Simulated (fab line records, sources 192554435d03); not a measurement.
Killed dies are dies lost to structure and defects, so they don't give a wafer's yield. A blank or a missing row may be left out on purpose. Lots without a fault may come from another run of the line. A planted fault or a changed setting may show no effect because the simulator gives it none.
Split-lot experiment | flow n5_finfet | 7 lots, 21 wafers read, on a route of 1938 steps

THE SPLIT
At N5_BEOL_M5_ETCH_68 (etches SOC in N2/H2, target depth 80 nm, overetch 16 nm, time 120 s), the setting time_s was moved away from the recipe's 120 s on 7 of the 21 wafers read, by -8.6% to +12.4%. The other wafers ran this setting at the recipe's value.

The reading is taken at the split's own step.

THE READING
SiARC_of_BEOL_M5_COAT_66.thk_nm (the simulator's own value, which no gauge read), in nm, at N5_BEOL_M5_ETCH_68 (etches SOC in N2/H2, target depth 80 nm, overetch 16 nm, time 120 s). The file gives no usual value for it. The 14 wafers here that ran the recipe average 6.4 nm, standard deviation 0.1 nm.

wafer  | tool, chamber at the split | time_s as run, s | against the recipe | SiARC_of_BEOL_M5_COAT_66.thk_nm, nm | against lot-mates on the recipe
L080.1 | rie_diel-01, 1             | 109.7            | -8.6%              | 7                                   | +0.6
L080.4 | rie_diel-01, 2             | 109.7            | -8.6%              | 6.8                                 | +0.4
L080.6 | rie_diel-01, 0             | 120              | recipe             | 6.4                                 | -
L081.3 | rie_diel-01, 2             | 120              | recipe             | 6.2                                 | -
L081.4 | rie_diel-01, 1             | 131.9            | +9.9%              | 6                                   | -0.3
L081.5 | rie_diel-01, 0             | 120              | recipe             | 6.4                                 | -
L085.3 | rie_diel-06, 0,3,0         | 120              | recipe             | 6.4                                 | -
L085.4 | rie_diel-06, 0,3,0         | 120              | recipe             | 6.4                                 | -
L085.5 | rie_diel-06, 0,3,0         | 120              | recipe             | 6.4                                 | -
L089.2 | rie_diel-02, 0             | 120              | recipe             | 6.4                                 | -
L089.4 | rie_diel-02, 2             | 129.3            | +7.8%              | 6                                   | -0.4
L089.5 | rie_diel-02, 3             | 129.3            | +7.8%              | 6.2                                 | -0.2
L092.1 | rie_diel-01, 1             | 134.9            | +12.4%             | 6                                   | -0.6
L092.6 | rie_diel-01, 1             | 134.9            | +12.4%             | 6                                   | -0.6
L092.4 | rie_diel-01, 3             | 120              | recipe             | 6.6                                 | -
L095.3 | rie_diel-02, 3,2           | 120              | recipe             | 6.6                                 | -
L095.4 | rie_diel-02, 3,2           | 120              | recipe             | 6.6                                 | -
L095.5 | rie_diel-02, 1             | 120              | recipe             | 6.4                                 | -
L094.3 | rie_diel-06, 0,0,1         | 120              | recipe             | 6.4                                 | -
L094.4 | rie_diel-06, 0,0,1         | 120              | recipe             | 6.4                                 | -
L094.5 | rie_diel-06, 0,0,1         | 120              | recipe             | 6.4                                 | -
Where a row lists several chambers, the file gives one row for several wafers and doesn't say which wafer went through which chamber.

THE FIT
A straight line over all 21 wafers: SiARC_of_BEOL_M5_COAT_66.thk_nm changes by -0.0426 nm for each +1% of time_s; r = -0.91; the points scatter about the line by 0.11 nm.
The same after taking each lot's own level away (the mean of its wafers on the recipe; 21 wafers): -0.0472 nm for each +1%; r = -0.96; scatter 0.083 nm.
On that fit, the largest move of time_s shifts the reading by 0.59 nm.
The lots' own levels span 6.30 to 6.60 nm, that is 2.9 times the standard deviation above.
So the lot-to-lot level changes the slope little: the two slopes agree.
Check: with one of the wafers moved furthest among these (+12.4%) left out of the fit, the line predicts -0.553 nm for it against its lot-mates. It came out at -0.6 nm against them.

OTHER SPLITS ON THESE WAFERS
These wafers also went through other splits before the reading. Each is held against what the fit with the lots' levels taken away leaves over:
other split on the same wafers | wafers away from the commonest value | r with SiARC_of_BEOL_M5_COAT_66.thk_nm (lot level and that fit taken away)
N5_BEOL_M2_DESCUM_16 time_s    | 6                                    | +0.06
N5_BEOL_M3_PECVD_72 time_s     | 8                                    | -0.27
N5_BEOL_M3_COAT_73 spin_rpm    | 3                                    | +0.17
N5_BEOL_M4_COAT_62 spin_rpm    | 7                                    | +0.18

THE FILE'S OWN FIT
SiARC_of_BEOL_M5_COAT_66.thk_nm changes by -0.0441 nm for each +1% of time_s, r = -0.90.
